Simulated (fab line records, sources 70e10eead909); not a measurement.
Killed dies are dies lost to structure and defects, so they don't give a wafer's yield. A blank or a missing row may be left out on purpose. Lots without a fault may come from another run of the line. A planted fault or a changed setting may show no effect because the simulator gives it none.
Tool commonality check | flow nand_harc | 14 lots, 42 wafers sampled

WHY IT WAS OPENED
At NHARC_A_ONON_D2_THK_MEAS_27 the reading thk_nm is flagged on 2 of 14 lots. Wafers without a fault read 996 nm, standard deviation 11.
Rule: a lot is flagged when every wafer of it that has a number lies more than 4 standard deviations from that mean, or none has a number. The other lots count as sound.

lot  | measured     | on            | thk_nm (nm), wafer by wafer | flag
L527 | day 13 12:10 | film_metro-01 | 999 1000 1000               |
L526 | day 13 12:11 | film_metro-02 | 994 995 993                 |
L528 | day 13 17:43 | film_metro-01 | 1007 1006 1004              |
L529 | day 14 18:05 | film_metro-01 | 991 989 990                 |
L536 | day 17 01:17 | film_metro-01 | 327 326 327                 | FLAGGED
L538 | day 17 17:56 | film_metro-01 | 330 330 331                 | FLAGGED
L540 | day 19 11:32 | film_metro-01 | 1003 1003 1002              |
L542 | day 20 11:16 | film_metro-02 | 999 999 1000                |
L543 | day 20 11:16 | film_metro-02 | 999 997 1001                |
L544 | day 20 11:24 | film_metro-02 | 990 989 990                 |
L545 | day 20 22:08 | film_metro-01 | 1003 1004 1007              |
L546 | day 21 17:34 | film_metro-02 | 979 978 981                 |
L547 | day 22 03:51 | film_metro-02 | 973 971 972                 |
L549 | day 22 13:57 | film_metro-01 | 1006 1005 1005              |
The numbers of the flagged lots are 328 nm on average: -668 nm against the usual, or -61 standard deviations.

WHICH TOOL RAN EACH LOT
The record holds 1 process step before the reading, out of a route of 1302 steps. In each cell: the tool, then ch and the chambers that the sampled wafers went through, then the start.
lot  | flag    | NHARC_A_ONON_D2_DEP_25
L527 |         | pecvd_onon-02 ch 0, day 13 11:43
L526 |         | pecvd_onon-04 ch 0, day 13 11:40
L528 |         | pecvd_onon-04 ch 0, day 13 17:16
L529 |         | pecvd_onon-01 ch 0, day 14 17:38
L536 | FLAGGED | pecvd_onon-04 ch 0, day 17 00:46
L538 | FLAGGED | pecvd_onon-04 ch 0, day 17 17:25
L540 |         | pecvd_onon-02 ch 0, day 19 11:02
L542 |         | pecvd_onon-04 ch 0, day 20 10:49
L543 |         | pecvd_onon-02 ch 0, day 20 10:46
L544 |         | pecvd_onon-01 ch 0, day 20 11:04
L545 |         | pecvd_onon-04 ch 0, day 20 21:41
L546 |         | pecvd_onon-01 ch 0, day 21 17:04
L547 |         | pecvd_onon-02 ch 0, day 22 03:28
L549 |         | pecvd_onon-01 ch 0, day 22 13:26
What these steps do:
- NHARC_A_ONON_D2_DEP_25: target thk 1000 nm.
- NHARC_A_ONON_D2_THK_MEAS_27: measures by ellipsometry.

FLAGGED OVER TOTAL, TOOL BY TOOL (the gauges that took the reading come last)
step                        | tool          | lots run | flagged | share of the flagged lots | sound lots run after its first flagged lot
NHARC_A_ONON_D2_DEP_25      | pecvd_onon-01 | 4        | 0       | none                      | -
NHARC_A_ONON_D2_DEP_25      | pecvd_onon-02 | 4        | 0       | none                      | -
NHARC_A_ONON_D2_DEP_25      | pecvd_onon-04 | 6        | 2       | all                       | 2 (L542,L545)
NHARC_A_ONON_D2_THK_MEAS_27 | film_metro-01 | 8        | 2       | all                       | 3 (L540,L545,L549)
NHARC_A_ONON_D2_THK_MEAS_27 | film_metro-02 | 6        | 0       | none                      | -

WHAT THE TABLE ALLOWS
2 rows of the table ran every flagged lot: pecvd_onon-04 at NHARC_A_ONON_D2_DEP_25, film_metro-01 at NHARC_A_ONON_D2_THK_MEAS_27.
- pecvd_onon-04 at NHARC_A_ONON_D2_DEP_25: 2 of its 6 lots flagged. Sound lots ran on it after the first flagged one (L542, L545), which a lasting fault on the whole tool wouldn't allow.
- film_metro-01 at NHARC_A_ONON_D2_THK_MEAS_27: 2 of its 8 lots flagged. Sound lots ran on it after the first flagged one (L540, L545, L549), which a lasting fault on the whole tool wouldn't allow.
No row of the table ran every flagged lot and no sound lot after the first.

WHAT THE SIMULATOR HAD PUT IN
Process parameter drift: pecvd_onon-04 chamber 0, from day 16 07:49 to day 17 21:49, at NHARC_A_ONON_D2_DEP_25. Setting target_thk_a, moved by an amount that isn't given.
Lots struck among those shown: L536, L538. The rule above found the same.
